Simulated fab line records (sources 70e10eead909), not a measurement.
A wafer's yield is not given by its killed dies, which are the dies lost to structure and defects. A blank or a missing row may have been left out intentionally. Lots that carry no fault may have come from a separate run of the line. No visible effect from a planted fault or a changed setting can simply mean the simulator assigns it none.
Matching of chambers | flow nand harc | 4 sister chambers for NHARC_A_WL_FILL_ALD_19 on ald metal-01
The step deposits TiN, target thk 2 nm, pulse time 3 s, ald cycles 100. 4 wafers are shown with their chamber, then 8 later ones without.

== WAFERS PAIRED WITH THEIR CHAMBERS ==
wafer  | chamber | heater power w (W)
L088.3 | 0       | 1186
L088.6 | 3       | 1178
L090.6 | 2       | 969
L092.1 | 1       | 1089

== WAFERS WITHOUT THEIR CHAMBER ==
wafer  | heater power w (W)
L092.2 | 959
L092.5 | 930
L094.1 | 1063
L094.2 | 1203
L094.5 | 1200
L095.2 | 1178
L095.4 | 1191
L095.5 | 929

== WHICH CHAMBER EACH ONE RAN IN ==
wafer  | from the rows above     | in truth
L092.2 | 2                       | 2
L092.5 | 2                       | 2
L094.1 | 1                       | 1
L094.2 | can't be placed: 0 or 3 | 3
L094.5 | can't be placed: 0 or 3 | 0
L095.2 | can't be placed: 3 or 0 | 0
L095.4 | can't be placed: 0 or 3 | 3
L095.5 | 2                       | 2
Correct placement for 4 of the 8. Cannot be placed on the basis of these rows: 4; the candidates contain the true chamber in 4. Placed wrongly: 0.
How it was worked out, from the rows above alone: a wafer's distance from a chamber is the root of the sum, over the readings, of the square of ((its reading less the chamber's mean) divided by the reading's scatter). The wafer belongs to the nearest chamber; if the next one is less than 2 further off, it can't be placed. A chamber's mean is the mean of its shown wafers. The scatter: with one shown wafer a chamber, the root of the mean of the squares of how far each hidden wafer lies from its nearest shown one.
